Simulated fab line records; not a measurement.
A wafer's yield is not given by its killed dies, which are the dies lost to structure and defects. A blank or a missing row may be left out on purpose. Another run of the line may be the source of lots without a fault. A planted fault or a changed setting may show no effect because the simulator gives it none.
Chamber matching || flow n5 finfet || N5_BEOL_M3_ETCH_63 on rie diel-01: 4 sister chambers
The step etches SiARC in CF4, target depth 15.6 nm, time 26 s. 4 wafers are shown with their chamber, then 12 later ones without.

## WAFERS, EACH WITH ITS CHAMBER
{"wafer": "L089.2", "chamber": 3, "drypump motor current A (A)": 6.2}
{"wafer": "L089.5", "chamber": 2, "drypump motor current A (A)": 6.2}
{"wafer": "L090.5", "chamber": 0, "drypump motor current A (A)": 5.0}
{"wafer": "L090.6", "chamber": 1, "drypump motor current A (A)": 5.6}

## WAFERS MISSING THEIR CHAMBER
{"wafer": "L092.2", "drypump motor current A (A)": 5.6}
{"wafer": "L092.3", "drypump motor current A (A)": 5.0}
{"wafer": "L092.4", "drypump motor current A (A)": 6.2}
{"wafer": "L095.4", "drypump motor current A (A)": 5.0}
{"wafer": "L095.5", "drypump motor current A (A)": 6.1}
{"wafer": "L095.6", "drypump motor current A (A)": 6.2}
{"wafer": "L096.1", "drypump motor current A (A)": 5.6}
{"wafer": "L096.2", "drypump motor current A (A)": 6.1}
{"wafer": "L096.6", "drypump motor current A (A)": 6.2}
{"wafer": "L097.1", "drypump motor current A (A)": 5.0}
{"wafer": "L097.4", "drypump motor current A (A)": 6.2}
{"wafer": "L097.6", "drypump motor current A (A)": 5.0}

## WHICH CHAMBER EACH ONE RAN IN
{"wafer": "L092.2", "from the rows above": 1, "in truth": 1}
{"wafer": "L092.3", "from the rows above": 0, "in truth": 0}
{"wafer": "L092.4", "from the rows above": "can't be placed: 2 or 3", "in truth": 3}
{"wafer": "L095.4", "from the rows above": 0, "in truth": 0}
{"wafer": "L095.5", "from the rows above": "can't be placed: 2 or 3", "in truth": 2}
{"wafer": "L095.6", "from the rows above": "can't be placed: 2 or 3", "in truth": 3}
{"wafer": "L096.1", "from the rows above": 1, "in truth": 1}
{"wafer": "L096.2", "from the rows above": "can't be placed: 2 or 3", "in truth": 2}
{"wafer": "L096.6", "from the rows above": "can't be placed: 2 or 3", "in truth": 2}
{"wafer": "L097.1", "from the rows above": 0, "in truth": 0}
{"wafer": "L097.4", "from the rows above": "can't be placed: 2 or 3", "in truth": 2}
{"wafer": "L097.6", "from the rows above": 0, "in truth": 0}
Correctly placed: 6 of 12. Cannot be placed on the basis of these rows: 6; the candidates contain the true chamber in 6. 0 placed wrongly.
How it was worked out, from the rows above alone: a wafer's distance from a chamber is the root of the sum, over the readings, of the square of ((its reading less the chamber's mean) divided by the reading's scatter). The wafer belongs to the nearest chamber; if the next one is less than 2 further off, it can't be placed. The mean given for a chamber averages the wafers shown for that chamber. The scatter (one wafer shown for each chamber): square how far every hidden wafer sits from the nearest shown wafer, average those squares and take the square root.
